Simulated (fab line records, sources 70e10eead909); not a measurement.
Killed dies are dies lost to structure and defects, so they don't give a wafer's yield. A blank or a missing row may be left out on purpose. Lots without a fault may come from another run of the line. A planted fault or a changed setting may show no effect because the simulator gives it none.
A struck lot beside a sound one | flow nand_harc | 18 steps out of a route of 1159
Sound: wafers L321.2, L321.3, L321.5. Struck: wafers L328.1, L328.4, L328.5. The cause comes at the end.
At each step with rows: each side's tool, then ch and its chambers, then its first start. Under that, the readings that differ: sound wafers | struck wafers | difference of the means | sigmas: that difference in standard deviations of wafers without a fault.
alike: readings whose means differ by less than 2 such deviations, and words and numbers that are the same on both sides. not compared: withheld readings, readings that some wafer has no value for, bounds like >300 that may hide the same value, and numbers for which the record gives no deviation and whose values overlap.
The two part at a step that has a row with sigmas, a row that says differs or no value, or rows on one side only. Numbers that don't overlap but have no deviation are shown without sigmas and don't part them. A reading that every wafer of one side lacks parts them only if that side has two wafers or more.

first, 2 steps without rows for these wafers: NHARC_P_STI_SRD_39; NHARC_P_STI_OXIDE_40 (material SiO2, target thk 10 nm, ox time 1362 s).
NHARC_P_STI_INSPECT_25:
  sound on defect_inspect-01, day 4 13:16; struck on defect_inspect-01, day 6 07:47
  alike: raw_defect_count
then, 9 steps without rows for these wafers: NHARC_P_GATE_ETCH_69 (etches SiO2 in dHF, target depth 14 nm); NHARC_P_GATE_PRECLEAN_70 (cleans in SC1); NHARC_P_GATE_SRD_01; NHARC_P_GATE_OXIDE_02 (material SiO2, target thk 37.5 nm, ox time 365 s); NHARC_P_GATE_DEHYDRATE_03 (time 120 s); NHARC_P_GATE_HMDS_04 (time 30 s); NHARC_P_GATE_COAT_05; NHARC_P_GATE_SOFTBAKE_06 (time 95 s); NHARC_P_GATE_EBR_07.
NHARC_P_GATE_EXPOSE_08: exposes mask P HV.
  sound on krf_scanner-01 ch 0, day 4 21:14; struck on krf_scanner-01 ch 0, day 6 16:05
  reading | sound                | struck                  | difference | sigmas
  mask    | P_HV#0 P_HV#0 P_HV#0 | P_NSD#0 P_NSD#0 P_NSD#0 | differs    |
  alike: stage_vel_mm_s
then, 2 steps without rows for these wafers: NHARC_P_GATE_PEB_09 (peb time 85 s); NHARC_P_GATE_DEVELOP_10 (time 70 s).
NHARC_P_GATE_CD_MEAS_11: target cd 1640 nm.
  sound on cd_sem-01 ch 0, day 4 21:23; struck on cd_sem-03 ch 0, day 6 16:14
  reading    | sound                | struck | difference                    | sigmas
  cd_nm (nm) | 1640.5 1639.8 1640.3 | - - -  | no value on the struck wafers |
then, 1 step without rows for these wafers: NHARC_P_GATE_HARDBAKE_12 (time 80 s).
-- the record jumps here: 15 days lie between the struck wafers' starts before and after (it left off in module P_GATE and takes up again in module END, whose first step shown is number 1159 of the route) --
NHARC_END_SORT_01:
  the record has rows for the struck wafers here (prober-02 ch 0, day 21 11:22) and none for the sound ones

WHERE THEY PART
First at NHARC_P_GATE_EXPOSE_08; last, within this record, at NHARC_END_SORT_01.

WHY: what the simulator had put in
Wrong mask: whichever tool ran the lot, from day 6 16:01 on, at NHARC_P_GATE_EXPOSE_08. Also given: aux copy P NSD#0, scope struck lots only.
